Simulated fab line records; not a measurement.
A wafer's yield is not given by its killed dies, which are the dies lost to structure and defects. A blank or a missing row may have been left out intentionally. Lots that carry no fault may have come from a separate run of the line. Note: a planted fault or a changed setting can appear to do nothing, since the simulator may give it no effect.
fab line records | flow n5Finfet
[record] lots = 4 | wafers = 12 | lastDay = 18
route steps=1938 shown MOL_CONTACT_COAG@567 BEOL_M4@1111 PASSIVATION@1936
lots that met no fault: from a run of the same line without faults
startH: the number of hours between the record's first day and the start of the first shown wafer of the lot | waitH: hours since the lot's step before | " as in the row above | L1.1+2: one row covering several wafers at once | - no value present, or no start provided | * or withheld: withheld | < > ~ a bound
route shown NAME@n: a module of which the file shows steps, and the number in the route of the first | usual: average and standard deviation across the fault-free wafers | same: alike in all rows | chamber/n: place in a boat | sites: the reading at each site | _std_site: their standard deviation | _edge_site: outer sites' mean less inner sites' | radiusMm: for every site, how far away it sits from the centre of the wafer | mask NAME#n: copy n | behind: the tool/chamber that last shaped the wafer | hold: what put the lot on hold/how long, in hours/how the hold closed | device: whichever transistor did not switch (one of n, p or np) | end of line: the tests these same wafers got at the end of their route | a step with no rows: only its recipe | killed: dies that structure and defects cost at the first sort, which is not the same as the wafer's yield | map: per-die view of a wafer (x killed, . not killed, _ where there is no die)
set.NAME: the setting the step ran with; set.NAME@STEP: the setting that earlier step ran with | model.NAME: the simulator's own value behind a step, which no gauge read
lots at selected steps of the route; one table per step, one row per wafer
services: from which hour (startH, from the record's first day; less than 0 if before it) a tool's chamber was out of use, for how many hours, and why
[[steps]]
[step N5_MOL_CONTACT_COAG_COAT_78]
[recipe] resist = CAR-EUV | spinRpm = 1500 | resistThkNm = 40
[step N5_MOL_CONTACT_COAG_EBR_80]
[recipe] solvent = PGMEA | ebrWidthMm = 1.5
[step N5_MOL_CONTACT_COAG_SOFTBAKE_79]
[recipe] tempC = 110 | timeS = 60 | resist = CAR-EUV
[step N5_MOL_CONTACT_COAG_EXPOSE_81]
[recipe] maskId = VG | na = 0.33 | sourceShape = annular | sigmaInner = 0.3 | sigmaOuter = 0.7 | polarization = unpolarized | defocusNm = 0 | doseMj = 59.5
[step N5_MOL_CONTACT_COAG_PEB_82]
[recipe] pebTempC = 100 | pebTimeS = 60 | resist = CAR-EUV
[step N5_MOL_CONTACT_COAG_DEVELOP_83]
[recipe] developTimeS = 30 | developer = TMAH | resist = CAR-EUV | rinseLiquid = surfactantRinse | dry = airSpin | devTempC = 23
[step N5_MOL_CONTACT_COAG_DESCUM_88]
[recipe] chemistry = O2 | timeS = 7 | sourcePowerW = 50 | biasPowerW = 20 | pressureMtorr = 20 | rfFrequencyHz = 2.712e+07 | tempC = 40 | resist = CAR-EUV | o2FlowSccm = 225
[step N5_MOL_CONTACT_COAG_ETCH_89]
[recipe] chemistry = N2/H2 | target = underlayer | targetDepthA = 130 | maskMaterial = CAR-EUV | timeS = 10.4 | ionEnergyEv = 200 | pressureMtorr = 30 | sourceW = 840 | biasW = 150 | n2FlowSccm = 200 | h2FlowSccm = 200 | ends = cleared
[step N5_MOL_CONTACT_COAG_ETCH_90]
[recipe] chemistry = CF4 | target = SiARC | targetDepthA = 130 | maskMaterial = CAR-EUV | timeS = 21.7 | ionEnergyEv = 80 | pressureMtorr = 40 | sourceW = 545 | biasW = 36 | Ar_flow_sccm = 100 | cf4FlowSccm = 100 | ends = cleared
[step N5_MOL_CONTACT_COAG_ALD_131]
[recipe] material = SiO2 | targetThkA = 50 | tempC = 100 | aldPrecursorFamily = BDEAS | aldCoReactant = O2-plasma | pulseTimeS = 1 | coReactantPulseTimeS = 1 | purgeTimeS = 2 | coReactantPurgeTimeS = 2 | aldCycles = 35 | pressureTorr = 2
[usual] aldCycles = 35/0 | heaterPowerW = 78/8.9 | precursorPulseHeightRel = 0.997/0.018
lot.wafer | tool      | chamber | startH | waitH | aldCycles | heaterPowerW | precursorPulseHeightRel | model.SiO2_of_MOL_CONTACT_COAG_ALD_131.thkNm
L756.3    | aldSin-04 | 2       | 124.02 | 0.3   | 35        | 69           | 0.992                   | 5
L756.5    | "         | 1       | "      | "     | 35        | 78           | 0.980                   | 5
L756.6    | "         | 0       | "      | "     | 35        | 65           | 0.997                   | 5
L759.1    | aldSin-04 | 0       | 146.17 | 0.1   | 35        | 65           | 0.980                   | 5
L759.3    | "         | 1       | "      | "     | 53        | 78           | 0.989                   | 7.6
L759.5    | "         | 0       | "      | "     | 35        | 64           | 1.002                   | 5
L763.1    | aldSin-04 | 1       | 165.84 | 0.1   | 53        | 79           | 1.036                   | 7.6
L763.3    | "         | 2       | "      | "     | 35        | 71           | 1.002                   | 5
L763.6    | "         | 2       | "      | "     | 35        | 72           | 0.987                   | 5
L772.2    | aldSin-03 | 1       | 230.03 | 0.2   | 35        | 82           | 1.002                   | 5
L772.3    | "         | 2       | "      | "     | 35        | 80           | 0.992                   | 5
L772.6    | "         | 2       | "      | "     | 35        | 78           | 1.002                   | 5
[step N5_MOL_CONTACT_COAG_ETCHBACK_132]
[recipe] chemistry = CHF3 | target = SiO2 | targetDepthA = 100 | timeS = 6.7 | ionEnergyEv = 200 | pressureMtorr = 30 | sourceW = 610 | biasW = 170 | Ar_flow_sccm = 200 | CHF3_flow_sccm = 50
[step N5_MOL_CONTACT_COAG_ETCH_91]
[recipe] chemistry = N2/H2 | target = SOC | targetDepthA = 600 | overetchA = 210 | maskMaterial = SiARC | tempC = 40 | timeS = 101.2 | ionEnergyEv = 200 | pressureMtorr = 30 | sourceW = 840 | biasW = 150 | n2FlowSccm = 200 | h2FlowSccm = 200
[step N5_MOL_CONTACT_COAG_STRIP_92]
[recipe] chemistry = N2/H2 | tempC = 40 | n2FlowSccm = 200 | h2FlowSccm = 200 | rfFrequencyHz = 6e+07
[step N5_MOL_CONTACT_COAG_STRIP_93]
[recipe] chemistry = N2/H2 | tempC = 40 | n2FlowSccm = 200 | h2FlowSccm = 200 | rfFrequencyHz = 6e+07
[step N5_MOL_CONTACT_COAG_ETCHBACK_135]
[recipe] chemistry = CHF3 | target = SiO2 | targetDepthA = 250 | timeS = 16.7 | ionEnergyEv = 200 | pressureMtorr = 30 | sourceW = 610 | biasW = 170 | Ar_flow_sccm = 200 | CHF3_flow_sccm = 50
[step N5_MOL_CONTACT_COAG_STRIP_118]
[recipe] chemistry = CHF3 | resist = SiARC | rfFrequencyHz = 6e+07
[step N5_MOL_CONTACT_COAG_VIA_ETCH_46]
[recipe] chemistry = C4F6/O2 | targetDepthA = 460 | overetchA = 92 | maskMaterial = SOC | target = SiO2 | biasW = 455 | pressureMtorr = 10 | timeS = 40 | sourceW = 325 | Ar_flow_sccm = 300 | C4F6_flow_sccm = 10 | O2_flow_sccm = 10 | ionEnergyEv = 575.3 | ends = endPoint
[step N5_MOL_CONTACT_COAG_STRIP_96]
[recipe] chemistry = N2/H2 | powerW = 500 | tempC = 40 | pressureMtorr = 50 | rfFrequencyHz = 6e+07 | overashFraction = 0.3 | biasPowerW = 28 | h2Frac = 0.5 | n2FlowSccm = 300 | h2FlowSccm = 300
[step N5_MOL_CONTACT_COAG_ETCH_47]
[recipe] chemistry = CH3F/O2 | target = SiNx | targetDepthA = 270 | maskMaterial = SiO2 | stopOn = W | overEtchFrac = 0.2 | ionEnergyEv = 120 | endpoint = OES-CN | pressureMtorr = 30 | sourceW = 395 | biasW = 73 | Ar_flow_sccm = 150 | CH3F_flow_sccm = 30 | O2_flow_sccm = 20 | ends = endPoint
[step N5_MOL_CONTACT_COAG_STRIP_119]
[recipe] chemistry = N2/H2 | timeS = 30 | powerW = 1000 | tempC = 250 | pressureMtorr = withheld | n2FlowSccm = 1750 | h2FlowSccm = 3250
[step N5_MOL_CONTACT_COAG_PRECLEAN_144]
[recipe] chemistry = alkalineClean | tempC = 60 | timeS = 60 | doPpb = 50
[step N5_MOL_CONTACT_COAG_SRD_145]
[recipe] dry = ipaMarangoni | timeS = 30 | tempC = 23 | rinseLiquid = diw
[step N5_MOL_CONTACT_COAG_COAT_62]
[recipe] resist = SOC | tempC = 250 | timeS = 60 | spinRpm = 1500 | resistThkNm = 60
[step N5_MOL_CONTACT_COAG_COAT_63]
[recipe] resist = SiARC | tempC = 220 | timeS = 60 | spinRpm = 1500 | resistThkNm = 10
[step N5_MOL_CONTACT_COAG_COAT_64]
[recipe] resist = underlayer | tempC = 205 | timeS = 60 | spinRpm = 1500 | resistThkNm = 10
[step N5_MOL_CONTACT_COAG_COAT_34]
[recipe] resist = CAR-EUV | spinRpm = 1500 | resistThkNm = 40
[step N5_MOL_CONTACT_COAG_EBR_36]
[recipe] solvent = PGMEA | ebrWidthMm = 1.5
[step N5_MOL_CONTACT_COAG_SOFTBAKE_35]
[recipe] tempC = 110 | timeS = 60 | resist = CAR-EUV
[step N5_MOL_CONTACT_COAG_EXPOSE_37]
[recipe] maskId = VD | na = 0.33 | sourceShape = annular | sigmaInner = 0.3 | sigmaOuter = 0.7 | polarization = unpolarized | defocusNm = 0 | doseMj = 62
[step N5_MOL_CONTACT_COAG_PEB_38]
[recipe] pebTempC = 100 | pebTimeS = 60 | resist = CAR-EUV
[step N5_MOL_CONTACT_COAG_DEVELOP_39]
[recipe] developTimeS = 30 | developer = TMAH | resist = CAR-EUV | rinseLiquid = surfactantRinse | dry = airSpin | devTempC = 23
[step N5_MOL_CONTACT_COAG_DESCUM_45]
[recipe] chemistry = O2 | timeS = 7 | sourcePowerW = 50 | biasPowerW = 20 | pressureMtorr = 20 | rfFrequencyHz = 2.712e+07 | tempC = 40 | resist = CAR-EUV | o2FlowSccm = 225
[step N5_MOL_CONTACT_COAG_ETCH_65]
[recipe] chemistry = N2/H2 | target = underlayer | targetDepthA = 130 | maskMaterial = CAR-EUV | timeS = 10.4 | ionEnergyEv = 200 | pressureMtorr = 30 | sourceW = 840 | biasW = 150 | n2FlowSccm = 200 | h2FlowSccm = 200 | ends = cleared
[step N5_MOL_CONTACT_COAG_ETCH_66]
[recipe] chemistry = CF4 | target = SiARC | targetDepthA = 130 | maskMaterial = CAR-EUV | timeS = 21.7 | ionEnergyEv = 80 | pressureMtorr = 40 | sourceW = 545 | biasW = 36 | Ar_flow_sccm = 100 | cf4FlowSccm = 100 | ends = cleared
[step N5_MOL_CONTACT_COAG_ALD_133]
[recipe] material = SiO2 | targetThkA = 50 | tempC = 100 | aldPrecursorFamily = BDEAS | aldCoReactant = O2-plasma | pulseTimeS = 1 | coReactantPulseTimeS = 1 | purgeTimeS = 2 | coReactantPurgeTimeS = 2 | aldCycles = 35 | pressureTorr = 2
[step N5_BEOL_M4_RC_MEAS_101]
[usual] DIBL_N = 36.7/2.6 | DIBL_P = 36.9/2.8 | IOFF_N = 0.17/0.043 | IOFF_P = 0.22/0.05 | ION_N = 678/15 | ION_P = 465/9.2 | SS_N = 71.6/0.79 | SS_P = 73.5/0.82 | VT_N = 250/3.9 | VT_P = -250/3.7
lot.wafer | tool      | chamber | startH | waitH | DIBL_N[mV/V] | DIBL_P[mV/V] | IOFF_N[nA/um] | IOFF_P[nA/um] | ION_N[uA/um] | ION_P[uA/um] | SS_N[mV/dec] | SS_P[mV/dec] | VT_N[mV] | VT_P[mV]
L756.3    | prober-01 | 0       | 197.75 | 0.3   | 36.7         | 35.3         | 0.16          | 0.18          | 667          | 451          | 72.4         | 73.2         | 251      | -253
L756.5    | "         | 0       | "      | "     | 40.1         | 39.2         | 0.23          | 0.23          | 686          | 461          | 73.2         | 74.4         | 246      | -252
L756.6    | "         | 0       | "      | "     | 38.6         | 39.1         | 0.21          | 0.24          | 708          | 473          | 72.6         | 73.9         | 244      | -248
L759.1    | prober-01 | 0       | 206.49 | 0.0   | 32.7         | 32.4         | 0.10          | 0.15          | 657          | 463          | 70.2         | 72.2         | 260      | -257
L759.5    | "         | 0       | "      | "     | 33.1         | 32.5         | 0.11          | 0.14          | 665          | 462          | 70.2         | 71.9         | 255      | -254
L763.3    | prober-02 | 0       | 251.55 | 0.3   | 37.4         | 36.7         | 0.17          | 0.24          | 669          | 462          | 71.5         | 74.0         | 249      | -249
L763.6    | "         | 0       | "      | "     | 37.6         | 37.7         | 0.20          | 0.26          | 683          | 473          | 70.2         | 74.7         | 245      | -246
L772.2    | prober-02 | 0       | 312.84 | 0.2   | 40.6         | 39.8         | 0.25          | 0.30          | 707          | 477          | 72.6         | 75.2         | 244      | -245
L772.3    | "         | 0       | "      | "     | 40.1         | 38.9         | 0.24          | 0.28          | 723          | 480          | 71.9         | 75.0         | 242      | -246
L772.6    | "         | 0       | "      | "     | 34.5         | 32.6         | 0.12          | 0.17          | 652          | 454          | 69.9         | 72.5         | 252      | -253
[step N5_PASSIVATION_PROBE_49]
[usual] defectLimitedYield = 91.0/1.4 | killed_at_M0_to_M3 = 36/9.6 | killed_at_M4_up = 14/6.1 | killedAtContacts = 13/6.6 | killedAtFrontEnd = 40/11 | killedAtOther = 3.2/2.9 | killedDies = 106/17 | killedOnRim = 14/3.9 | killedOpen = 71/12 | killedShort = 33/7.3 | sort_bin_5_function = 5.3/1 | sort_bin_6_memory = 3.4/0.68 | sortNPass = 1073/19 | sortYieldPct = 91.0/1.6
[same] grossDies = 1180 | killedAtBackSide = 0 | sort_bin_4_leakage[%] = 0 | sort_bin_8_speed[%] = 0
lot.wafer | tool      | chamber | startH | waitH | defectLimitedYield[%] | killed_at_M0_to_M3 | killed_at_M4_up | killedAtContacts | killedAtFrontEnd | killedAtOther | killedDies | killedOnRim | killedOpen | killedShort | sort_bin_5_function[%] | sort_bin_6_memory[%] | sortNPass | sortYieldPct[%]
L759.3    | prober-02 | -       | 311.82 | 0.1   | 0                     | 25                 | 25              | 1063             | 62               | 5             | 1180       | 152         | 88         | 41          | 96.3                   | 3.5                  | 0         | 0
L763.1    | prober-02 | -       | 357.69 | 0.4   | 0                     | 37                 | 7               | 1080             | 45               | 11            | 1180       | 152         | 75         | 39          | 95.2                   | 4.5                  | 0         | 0
L763.3    | prober-02 | -       | 357.79 | 0.5   | 88.6                  | 46                 | 6               | 23               | 54               | 5             | 134        | 19          | 99         | 35          | 6.0                    | 4.9                  | 1046      | 88.6
// killed by level:class
L759.3 MOL_CONTACT_COAG:areaAld=1049 FIN_SAQP:geometricParticle:open=31 BEOL_M4:geometricParticle:open=13 MOL_CONTACT_COAG:geometricParticle:open=10 FIN_SAQP:geometricParticle:short=7 BEOL_M0_SAQP:geometricParticle:open=7 BEOL_M3:geometricParticle:open=6 BEOL_M7:geometricParticle:open=5
L763.1 MOL_CONTACT_COAG:areaAld=1066 STI_FIN_REVEAL:geometricParticle:open=15 BEOL_M3:geometricParticle:open=9 MOL_CONTACT_COAG:geometricParticle:open=9 FIN_SAQP:geometricParticle:short=6 BEOL_M0_SAQP:geometricParticle:short=6 MOL_CONTACT_COAG:geometricParticle:short=5 BEOL_M1:geometricParticle:open=5
L763.3 STI_FIN_REVEAL:geometricParticle:open=22 BEOL_M3:geometricParticle:open=20 MOL_CONTACT_COAG:geometricParticle:open=19 BEOL_M1:geometricParticle:open=7 FIN_SAQP:geometricParticle:short=5 FIN_SAQP:geometricParticle:open=4 STI_FIN_REVEAL:geometricParticle:short=4 BEOL_M2:geometricParticle:open=4
// map L759.3 (x killed, . not)
_________________xxxxxxxxxxxx________________
______________xxxxxxxxxxxxxxxxxx_____________
___________xxxxxxxxxxxxxxxxxxxxxxxx__________
__________xxxxxxxxxxxxxxxxxxxxxxxxxx_________
________xxxxxxxxxxxxxxxxxxxxxxxxxxxxxx_______
_______xxxxxxxxxxxxxxxxxxxxxxxxxxxxxxxx______
______xxxxxxxxxxxxxxxxxxxxxxxxxxxxxxxxxx_____
_____xxxxxxxxxxxxxxxxxxxxxxxxxxxxxxxxxxxx____
____xxxxxxxxxxxxxxxxxxxxxxxxxxxxxxxxxxxxxx___
___xxxxxxxxxxxxxxxxxxxxxxxxxxxxxxxxxxxxxxxx__
___xxxxxxxxxxxxxxxxxxxxxxxxxxxxxxxxxxxxxxxx__
__xxxxxxxxxxxxxxxxxxxxxxxxxxxxxxxxxxxxxxxxxx_
__xxxxxxxxxxxxxxxxxxxxxxxxxxxxxxxxxxxxxxxxxx_
_xxxxxxxxxxxxxxxxxxxxxxxxxxxxxxxxxxxxxxxxxxxx
_xxxxxxxxxxxxxxxxxxxxxxxxxxxxxxxxxxxxxxxxxxxx
_xxxxxxxxxxxxxxxxxxxxxxxxxxxxxxxxxxxxxxxxxxxx
_xxxxxxxxxxxxxxxxxxxxxxxxxxxxxxxxxxxxxxxxxxxx
_xxxxxxxxxxxxxxxxxxxxxxxxxxxxxxxxxxxxxxxxxxxx
_xxxxxxxxxxxxxxxxxxxxxxxxxxxxxxxxxxxxxxxxxxxx
_xxxxxxxxxxxxxxxxxxxxxxxxxxxxxxxxxxxxxxxxxxxx
_xxxxxxxxxxxxxxxxxxxxxxxxxxxxxxxxxxxxxxxxxxxx
__xxxxxxxxxxxxxxxxxxxxxxxxxxxxxxxxxxxxxxxxxx_
__xxxxxxxxxxxxxxxxxxxxxxxxxxxxxxxxxxxxxxxxxx_
___xxxxxxxxxxxxxxxxxxxxxxxxxxxxxxxxxxxxxxxx__
___xxxxxxxxxxxxxxxxxxxxxxxxxxxxxxxxxxxxxxxx__
____xxxxxxxxxxxxxxxxxxxxxxxxxxxxxxxxxxxxxx___
_____xxxxxxxxxxxxxxxxxxxxxxxxxxxxxxxxxxxx____
______xxxxxxxxxxxxxxxxxxxxxxxxxxxxxxxxxx_____
_______xxxxxxxxxxxxxxxxxxxxxxxxxxxxxxxx______
________xxxxxxxxxxxxxxxxxxxxxxxxxxxxxx_______
__________xxxxxxxxxxxxxxxxxxxxxxxxxx_________
___________xxxxxxxxxxxxxxxxxxxxxxxx__________
______________xxxxxxxxxxxxxxxxxx_____________
_________________xxxxxxxxxxxx________________
// map L763.1 (x killed, . not)
_________________xxxxxxxxxxxx________________
______________xxxxxxxxxxxxxxxxxx_____________
___________xxxxxxxxxxxxxxxxxxxxxxxx__________
__________xxxxxxxxxxxxxxxxxxxxxxxxxx_________
________xxxxxxxxxxxxxxxxxxxxxxxxxxxxxx_______
_______xxxxxxxxxxxxxxxxxxxxxxxxxxxxxxxx______
______xxxxxxxxxxxxxxxxxxxxxxxxxxxxxxxxxx_____
_____xxxxxxxxxxxxxxxxxxxxxxxxxxxxxxxxxxxx____
____xxxxxxxxxxxxxxxxxxxxxxxxxxxxxxxxxxxxxx___
___xxxxxxxxxxxxxxxxxxxxxxxxxxxxxxxxxxxxxxxx__
___xxxxxxxxxxxxxxxxxxxxxxxxxxxxxxxxxxxxxxxx__
__xxxxxxxxxxxxxxxxxxxxxxxxxxxxxxxxxxxxxxxxxx_
__xxxxxxxxxxxxxxxxxxxxxxxxxxxxxxxxxxxxxxxxxx_
_xxxxxxxxxxxxxxxxxxxxxxxxxxxxxxxxxxxxxxxxxxxx
_xxxxxxxxxxxxxxxxxxxxxxxxxxxxxxxxxxxxxxxxxxxx
_xxxxxxxxxxxxxxxxxxxxxxxxxxxxxxxxxxxxxxxxxxxx
_xxxxxxxxxxxxxxxxxxxxxxxxxxxxxxxxxxxxxxxxxxxx
_xxxxxxxxxxxxxxxxxxxxxxxxxxxxxxxxxxxxxxxxxxxx
_xxxxxxxxxxxxxxxxxxxxxxxxxxxxxxxxxxxxxxxxxxxx
_xxxxxxxxxxxxxxxxxxxxxxxxxxxxxxxxxxxxxxxxxxxx
_xxxxxxxxxxxxxxxxxxxxxxxxxxxxxxxxxxxxxxxxxxxx
__xxxxxxxxxxxxxxxxxxxxxxxxxxxxxxxxxxxxxxxxxx_
__xxxxxxxxxxxxxxxxxxxxxxxxxxxxxxxxxxxxxxxxxx_
___xxxxxxxxxxxxxxxxxxxxxxxxxxxxxxxxxxxxxxxx__
___xxxxxxxxxxxxxxxxxxxxxxxxxxxxxxxxxxxxxxxx__
____xxxxxxxxxxxxxxxxxxxxxxxxxxxxxxxxxxxxxx___
_____xxxxxxxxxxxxxxxxxxxxxxxxxxxxxxxxxxxx____
______xxxxxxxxxxxxxxxxxxxxxxxxxxxxxxxxxx_____
_______xxxxxxxxxxxxxxxxxxxxxxxxxxxxxxxx______
________xxxxxxxxxxxxxxxxxxxxxxxxxxxxxx_______
__________xxxxxxxxxxxxxxxxxxxxxxxxxx_________
___________xxxxxxxxxxxxxxxxxxxxxxxx__________
______________xxxxxxxxxxxxxxxxxx_____________
_________________xxxxxxxxxxxx________________
[[services]]
tool      | chamber | startH | hours | kind
aldSin-03 | 3       | 143.82 | 2.7   | repair
aldSin-04 | 3       | 178.63 | 5.6   | repair
[[key]]
[firstSign] step = N5_MOL_CONTACT_COAG_ALD_131 | reading = aldCycles | direction = up | sigmas = 99+ | usual = * | struck = *
[effect] step = N5_PASSIVATION_PROBE_49 | reading = killedAtContacts | direction = up | sigmas = 99+ | usual = 13 | struck = 1072
[modelEffect] step = N5_MOL_CONTACT_COAG_ALD_131 | value = SiO2_of_MOL_CONTACT_COAG_ALD_131.thkNm | without = 5 | struck = 7.6
[moreKillsBornAt] N5_MOL_CONTACT_COAG_ALD_131@aldSin-04 = 2115
metAt N5_MOL_CONTACT_COAG_ALD_131
struckWafers L759.3,L763.1
laterRowsLeftOut L759.3,L763.1
onsetBetween 124.02 146.17
[fault] kind = processParameterDrift | tool = aldSin-04 | chamber = 1 | onsetH = 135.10 | steps = N5_MOL_CONTACT_COAG_ALD_131 | channel = aldCycles | offset = * | shape = step | endH = 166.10 | actsIn = * | stated = *
// laterRowsLeftOut: the simulator's readings of these wafers behind a module that went badly wrong aren't trusted and aren't shown, but for the sort
